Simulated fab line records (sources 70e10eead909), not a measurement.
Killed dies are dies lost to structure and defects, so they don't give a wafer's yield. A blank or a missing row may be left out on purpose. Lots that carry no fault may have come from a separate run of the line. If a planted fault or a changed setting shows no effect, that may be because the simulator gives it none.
Which tool was responsible? | flow nand harc | 12 lots, 36 wafers sampled, at 3 steps of a route of 1302

WHAT EACH GAUGE READ, for each wafer
NHARC_A_BLC_CD_MEAS_10: target cd 100 nm. Usual: 100.0 nm for cd nm, sd 0.64.
lot  | measured     | on        | cd nm (nm)        | flag
L407 | day 22 19:29 | cd sem-01 | 98.9 99.5 99.8    |
L410 | day 23 00:49 | cd sem-02 | 100.3 100.1 100.2 |
L411 | day 24 03:59 | cd sem-02 | 100.3 99.9 99.9   |
L412 | day 25 07:14 | cd sem-02 | 100.1 100.0 100.1 |
L414 | day 25 20:52 | cd sem-01 | 101.2 100.1 100.0 |
L413 | day 26 03:33 | cd sem-02 | 99.8 100.4 100.2  |
L417 | day 26 12:16 | cd sem-02 | 100.0 100.7 99.0  |
L418 | day 26 18:44 | cd sem-03 | 99.9 100.7 100.0  |
L415 | day 26 22:23 | cd sem-01 | 100.4 100.4 100.4 |
L426 | day 29 21:46 | cd sem-03 | 100.1 101.5 101.1 |
L425 | day 30 00:59 | cd sem-03 | 100.4 100.1 98.9  |
L430 | day 32 05:16 | cd sem-02 | 100.4 99.5 100.3  |

NHARC_A_BLC_OVL_MEAS_11. Usual: overlay x nm -0.1 nm, standard deviation 0.79; overlay y nm 0.2 nm, standard deviation 0.89.
lot  | measured     | on         | overlay x nm (nm) | overlay y nm (nm) | flag
L407 | day 22 19:34 | overlay-02 | 0.5 0.8 0.1       | 0.3 0.2 0.2       |
L410 | day 23 00:54 | overlay-01 | 0.8 1.3 1.2       | 0.2 -0.5 0.1      |
L411 | day 24 04:04 | overlay-02 | 0.7 -0.1 1.0      | -1.4 -0.9 -0.8    |
L412 | day 25 07:19 | overlay-01 | -0.2 -0.6 -0.4    | -0.6 -0.3 -0.4    |
L414 | day 25 20:57 | overlay-01 | 1.2 1.3 1.5       | -1.3 -0.8 -1.4    |
L413 | day 26 03:38 | overlay-02 | 0.1 0.0 0.0       | -0.3 0.6 0.3      |
L417 | day 26 12:21 | overlay-02 | -0.8 -0.7 -1.0    | 1.1 1.4 1.5       |
L418 | day 26 18:49 | overlay-01 | 1.3 1.6 1.5       | -0.6 -0.2 -0.6    |
L415 | day 26 22:28 | overlay-02 | -0.6 -1.0 -0.6    | 0.7 0.5 0.9       |
L426 | day 29 21:51 | overlay-02 | -0.3 0.0 0.3      | 0.5 0.4 0.9       |
L425 | day 30 01:05 | overlay-02 | 0.1 0.6 -0.1      | -0.1 0.4 0.1      |
L430 | day 32 05:22 | overlay-02 | -0.2 -0.1 -0.1    | -0.7 -0.9 -0.9    |

TOOL THAT RAN EACH LOT (tool first, then ch and the chambers of the sampled wafers, then the start)
lot  | NHARC_A_CONTACT_CMP_20
L407 | cmp-02 ch 0,1,2, day 22 18:35
L410 | cmp-01 ch 0,1, day 23 00:01
L411 | cmp-01 ch 0,1, day 24 03:05
L412 | cmp-02 ch 0,1,3, day 25 06:17
L414 | cmp-01 ch 0,1, day 25 19:57
L413 | cmp-01 ch 0,2, day 26 02:38
L417 | cmp-03 ch 0,1, day 26 11:21
L418 | cmp-02 ch 0,2, day 26 17:58
L415 | cmp-03 ch 2,3, day 26 21:30
L426 | cmp-02 ch 0,1,2, day 29 20:58
L425 | cmp-03 ch 0,1,2, day 30 00:12
L430 | cmp-02 ch 0,2,3, day 32 04:29
- NHARC_A_CONTACT_CMP_20: polishes, t overpolish 30 s, target thk 300 nm.

WHAT THE TOOLS THEMSELVES READ (means of the sampled wafers that have a number; where no wafer has one, the mark that the record gives instead)
NHARC_A_CONTACT_CMP_20. Usual: motor current A 12.1 A, standard deviation 1.1; overpolish run s 30.000 s, standard deviation 0.0096; time to endpoint s 60.3 s, standard deviation 3.
lot  | tool   | motor current A (A) | overpolish run s (s) | time to endpoint s (s) | flag
L407 | cmp-02 | 11.7                | 29.997               | 57.9                   |
L410 | cmp-01 | 12.1                | 29.993               | 61.0                   |
L411 | cmp-01 | 13.0                | 29.998               | 62.0                   |
L412 | cmp-02 | 11.6                | 30.005               | 62.7                   |
L414 | cmp-01 | 11.9                | 29.997               | 65.5                   |
L413 | cmp-01 | 11.5                | 29.994               | 60.9                   |
L417 | cmp-03 | 12.8                | 29.997               | 60.2                   |
L418 | cmp-02 | 11.7                | 30.001               | 60.2                   |
L415 | cmp-03 | 12.0                | 30.003               | 59.8                   |
L426 | cmp-02 | 11.9                | 30.007               | 58.0                   |
L425 | cmp-03 | 13.1                | 30.006               | 57.6                   |
L430 | cmp-02 | 11.3                | 30.000               | 61.8                   |

THE ANSWER, worked out from the rows above alone
Rule: a lot counts as off when the mean over its wafers that have a number is more than 3 standard deviations away from the usual mean. Also off: a lot with no number at a reading for which 4 or more lots have one. Where the step has rows for the other lots, those lots are counted as sound. After the gauges, taken in route order, come the tools' own readings; for these a lot's mean is taken, as printed above. At the first step where some lot is off, the reading lying furthest off is the one used; lots without a number count as furthest.
Across all readings shown, no lot is off: no conclusion can be drawn from this.

WHAT THE SIMULATOR PUT IN
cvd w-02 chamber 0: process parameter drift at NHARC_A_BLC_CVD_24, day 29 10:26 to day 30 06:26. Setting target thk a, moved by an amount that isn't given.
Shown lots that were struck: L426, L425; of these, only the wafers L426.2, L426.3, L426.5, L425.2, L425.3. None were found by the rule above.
